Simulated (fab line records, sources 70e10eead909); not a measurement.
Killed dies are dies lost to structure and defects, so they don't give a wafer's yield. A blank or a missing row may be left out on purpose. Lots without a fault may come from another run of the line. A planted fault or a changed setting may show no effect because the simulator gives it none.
A struck lot beside a sound one | flow nand_harc | 14 steps out of a route of 1159
Sound: wafers L830.2, L830.5, L830.6. Struck: wafer L842.3. (L842.1, L842.6 of the same lot were not struck and are left out.) The cause comes at the end.
At each step with rows: each side's tool, then ch and its chambers, then its first start. Under that, the readings that differ: sound wafers | struck wafers | difference of the means | sigmas: that difference in standard deviations of wafers without a fault.
alike: readings whose means differ by less than 2 such deviations, and words and numbers that are the same on both sides. not compared: withheld readings, readings that some wafer has no value for, bounds like >300 that may hide the same value, and numbers for which the record gives no deviation and whose values overlap.
The two part at a step that has a row with sigmas, a row that says differs or no value, or rows on one side only. Numbers that don't overlap but have no deviation are shown without sigmas and don't part them. A reading that every wafer of one side lacks parts them only if that side has two wafers or more.

first, 1 step without rows for these wafers: NHARC_A_ONON_D1_DEP_03 (target thk 1000 nm).
NHARC_A_ONON_D1_THK_MEAS_05: measures by ellipsometry.
  sound on film_metro-01, day 8 03:10; struck on film_metro-01, day 10 18:16
  alike: thk_nm
then, 1 step without rows for these wafers: NHARC_A_ONON_D1_DEP_06 (target thk 1000 nm).
NHARC_A_ONON_D1_THK_MEAS_08: measures by ellipsometry.
  sound on film_metro-02, day 8 03:44; struck on film_metro-01, day 10 18:49
  reading     | sound       | struck | difference | sigmas
  thk_nm (nm) | 977 980 981 | 1006   | +27        | +3
then, 1 step without rows for these wafers: NHARC_A_ONON_D1_DEP_09 (target thk 1000 nm).
NHARC_A_ONON_D1_THK_MEAS_11: measures by ellipsometry.
  sound on film_metro-02, day 8 04:19; struck on film_metro-01, day 10 19:23
  alike: thk_nm
then, 1 step without rows for these wafers: NHARC_A_ONON_D1_DEP_12 (target thk 1000 nm).
NHARC_A_ONON_D1_THK_MEAS_14: measures by ellipsometry.
  sound on film_metro-02, day 8 04:53; struck on film_metro-01, day 10 19:57
  reading     | sound          | struck | difference | sigmas
  thk_nm (nm) | 1019 1021 1020 | 987    | -33        | -4
then, 2 steps without rows for these wafers: NHARC_A_ONON_D1_ANNEAL_15 (time 3600 s); NHARC_A_ONON_D1_DEP_16 (target thk 1000 nm).
NHARC_A_ONON_D1_THK_MEAS_18: measures by ellipsometry.
  sound on film_metro-01, day 8 13:22; struck on film_metro-02, day 11 03:04
  alike: thk_nm
NHARC_A_ONON_D1_DEP_19: target thk 1000 nm.
  sound on pecvd_onon-01 ch 0, day 8 13:36; struck on pecvd_onon-01 ch 0, day 11 03:08
NHARC_A_ONON_D1_THK_MEAS_21: measures by ellipsometry.
  sound on film_metro-02, day 8 14:03; struck on film_metro-01, day 11 03:38
  reading     | sound          | struck | difference | sigmas
  thk_nm (nm) | 1002 1003 1003 | 648    | -355       | -32
then, 1 step without rows for these wafers: NHARC_A_ONON_D1_DEP_22 (target thk 1000 nm).

WHERE THEY PART
First at NHARC_A_ONON_D1_THK_MEAS_08; last, within this record, at NHARC_A_ONON_D1_THK_MEAS_21.

WHY: what the simulator had put in
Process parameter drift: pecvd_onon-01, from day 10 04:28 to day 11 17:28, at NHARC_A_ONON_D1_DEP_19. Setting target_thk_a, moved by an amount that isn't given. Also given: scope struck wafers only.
